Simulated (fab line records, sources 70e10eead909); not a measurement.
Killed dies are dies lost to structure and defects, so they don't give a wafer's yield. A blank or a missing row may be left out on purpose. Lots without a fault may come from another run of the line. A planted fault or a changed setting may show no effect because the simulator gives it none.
fab line records | flow nand_harc
record lots=6 wafers=18 last_day=25
route steps=1159 shown P_M1@315 P_M2@318
lots that met no fault: from a run of the same line without faults
start_h: hours from the record's first day to the start of the lot's first wafer shown | wait_h: hours since the lot's step before | " the same as in the row above | L1.1+2: a row that stands for several wafers | - no value, or no start given | * or withheld: withheld | < > ~ a bound
route shown NAME@n: a module of which the file shows steps, and the number in the route of the first | usual: mean/standard deviation of fault-free wafers | same: alike in all rows | chamber/n: place in a boat | sites: the reading at each site | _std_site: their standard deviation | _edge_site: outer sites' mean less inner sites' | radius_mm: how far each site lies from the wafer's centre | mask NAME#n: copy n | behind: the tool/chamber that last shaped the wafer | hold: why the lot was held/for how many hours/how that ended | device: the transistor (n, p or np) that didn't switch | end of line: the same wafers' tests at the end of the route | a step without rows: its recipe alone | killed: dies lost to structure and defects at the first sort, not the wafer's yield | map: a wafer's dies, x killed, . not, _ none there
set.NAME: the setting as run; set.NAME@STEP: as run at that earlier step | model.NAME: the simulator's own value behind a step, which no gauge read
lots at some steps of the route; a table a step, a row a wafer
services: from which hour (start_h, from the record's first day; less than 0 if before it) a tool's chamber was out of use, for how many hours, and why
## steps
# step NHARC_P_M1_INSPECT_27
# usual raw_defect_count=292/120
# columns lot.wafer tool chamber start_h wait_h raw_defect_count
L740.1 defect_inspect-01 - 139.81 0.0 234
L740.4 " - " " 221
L740.6 " - " " 345
L747.2 defect_inspect-01 - 185.36 0.0 502
L747.3 " - " " 334
L747.4 " - " " 406
L749.2 defect_inspect-02 - 203.55 0.0 514
L749.4 " - " " 524
L749.5 " - " " 440
L751.3 defect_inspect-02 - 204.46 0.0 136
L751.5 " - " " 112
L751.6 " - " " 188
L759.1 defect_inspect-02 - 247.64 0.0 226
L759.4 " - " " 322
L759.5 " - " " 180
L761.1 defect_inspect-02 - 255.11 0.0 556
L761.4 " - " " 384
L761.5 " - " " 285
# step NHARC_P_M1_PRE_CLEAN_32
# recipe time_s=12 temp_c=370 rf_power_w=300 gas=NH3
# usual heater_power_w=591/81
# columns lot.wafer tool chamber start_h wait_h heater_power_w since_wet_clean_h
L740.1 pecvd-02 1 139.90 0.1 567 155
L740.6 " 0 " " 523 -
L740.4 " 1 " " 576 -
L747.3 pecvd-03 1 185.42 0.1 444 61
L747.2 " 2 " " 580 61
L747.4 " 0 " " 658 -
L749.2 pecvd-03 2 203.63 0.1 597 79
L749.4 " 1 " " 503 -
L749.5 " 1 " " 513 -
L751.3 pecvd-02 0 204.55 0.1 516 38
L751.5 " 0 " " 510 -
L751.6 " 2 " " 691 -
L759.1 pecvd-03 0 247.74 0.1 578 123
L759.5 " 2 " " 595 -
L759.4 " 0 " " 578 -
L761.1 pecvd-03 2 255.20 0.1 629 131
L761.5 " 1 " " 516 -
L761.4 " 2 " " 625 -
# step NHARC_P_M1_DEP_33
# recipe target_thk_a=300 temp_c=370 target_thk_nm=30 pressure_torr=3 flow_sccm=200 rf_w=450 material=SiCN
# usual heater_power_w=551/77
# columns lot.wafer tool chamber start_h wait_h heater_power_w since_wet_clean_h
L740.1 pecvd-02 1 140.04 0.1 529 155
L740.6 " 0 " " 455 -
L740.4 " 1 " " 515 -
L747.3 pecvd-03 1 185.50 0.1 478 61
L747.2 " 2 " " 542 61
L747.4 " 0 " " 608 -
L749.2 pecvd-03 2 203.79 0.1 579 80
L749.4 " 1 " " 400 -
L749.5 " 1 " " 407 -
L751.3 pecvd-02 0 204.63 0.1 518 38
L751.5 " 0 " " 509 -
L751.6 " 2 " " 644 -
L759.1 pecvd-03 0 247.85 0.1 593 124
L759.5 " 2 " " 580 -
L759.4 " 0 " " 603 -
L761.1 pecvd-03 2 255.34 0.1 589 131
L761.5 " 1 " " 420 -
L761.4 " 2 " " 600 -
# step NHARC_P_M2_DEP_00
# recipe target_thk_a=1825 target_thk_nm=182.5 temp_c=withheld pressure_torr=5 flow_sccm=200 rf_w=600 material=SiOC
# step NHARC_P_M2_DEHYDRATE_01
# recipe temp_c=150 time_s=120
# step NHARC_P_M2_HMDS_02
# recipe time_s=30
# step NHARC_P_M2_COAT_34
# recipe temp_c=200 time_s=65
# step NHARC_P_M2_COAT_03
# recipe spin_rpm=1500 resist_thk_nm=90
# step NHARC_P_M2_SOFTBAKE_04
# recipe temp_c=105 time_s=55
# step NHARC_P_M2_EBR_05
# step NHARC_P_M2_EXPOSE_06
# recipe na=1.35 target_cd_nm=170 dose_mj=80.78 mask_id=P_M2
# step NHARC_P_M2_PEB_07
# recipe peb_temp_c=100 peb_time_s=65
# usual chill_plate_temp_C=23.03/0.11 exhaust_pa=44.7/0.9
# columns lot.wafer tool chamber start_h wait_h chill_plate_temp_C exhaust_pa
L740.1 litho_track-06 0 141.13 0.1 23.09 44.9
L740.4 " 0 " " 23.10 44.4
L740.6 " 0 " " 23.07 43.1
L747.2 litho_track-01 0 186.68 0.1 23.14 44.1
L747.3 " 0 " " 22.95 44.8
L747.4 " 0 " " 22.97 44.1
L749.2 litho_track-06 - 205.03 0.1 - -
L749.4 " - " " - -
L749.5 " - " " - -
L751.3 litho_track-06 - 205.78 0.1 - -
L751.5 " - " " - -
L751.6 " - " " - -
L759.1 litho_track-06 0 248.98 0.1 23.04 44.0
L759.4 " 0 " " 23.09 44.8
L759.5 " 0 " " 22.83 44.3
L761.1 litho_track-04 0 256.30 0.1 22.98 44.7
L761.4 " 0 " " 23.06 44.3
L761.5 " 0 " " 23.02 44.4
# step NHARC_P_M2_DEVELOP_08
# recipe develop_time_s=35 dev_temp_c=23
## services
# columns tool chamber start_h hours kind
litho_track-06 - 117.00 7.0 pm
pecvd-03 0 124.33 - clean
pecvd-03 1 124.33 - clean
pecvd-03 2 124.33 - clean
litho_track-04 - 141.00 7.0 pm
pecvd-02 - 153.27 13.0 pm
pecvd-02 0 153.27 13.0 vent_cycle
pecvd-02 1 153.27 13.0 vent_cycle
pecvd-02 2 153.27 13.0 vent_cycle
litho_track-06 - 164.67 - consumable_replace:filter
pecvd-02 0 166.27 - clean
pecvd-02 1 166.27 - clean
pecvd-02 2 166.27 - clean
pecvd-02 - 170.28 0.6 repair
pecvd-03 0 196.69 13.8 repair
## key
first_sign step=NHARC_P_M2_PEB_07 reading=tool_record direction=missing
effect none on later readings
met_at NHARC_P_M2_PEB_07
struck_wafers L749.2,L749.4,L749.5,L751.3,L751.5,L751.6
later_rows_left_out L749.2,L749.4,L749.5,L751.3,L751.5,L751.6
sort_left_out L749.2,L749.4,L749.5,L751.3,L751.5,L751.6
onset_between 141.13 205.03
fault kind=skipped_step_whole tool=litho_track-06 chamber=- onset_h=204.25 steps=NHARC_P_M2_PEB_07 scope=struck_lots_only
# sort_left_out: the simulated sort isn't trusted on such a fault, so these wafers' sort isn't shown, and their yield isn't known
# later_rows_left_out: the simulator's readings of these wafers behind a module that went badly wrong aren't trusted and aren't shown, but for the sort
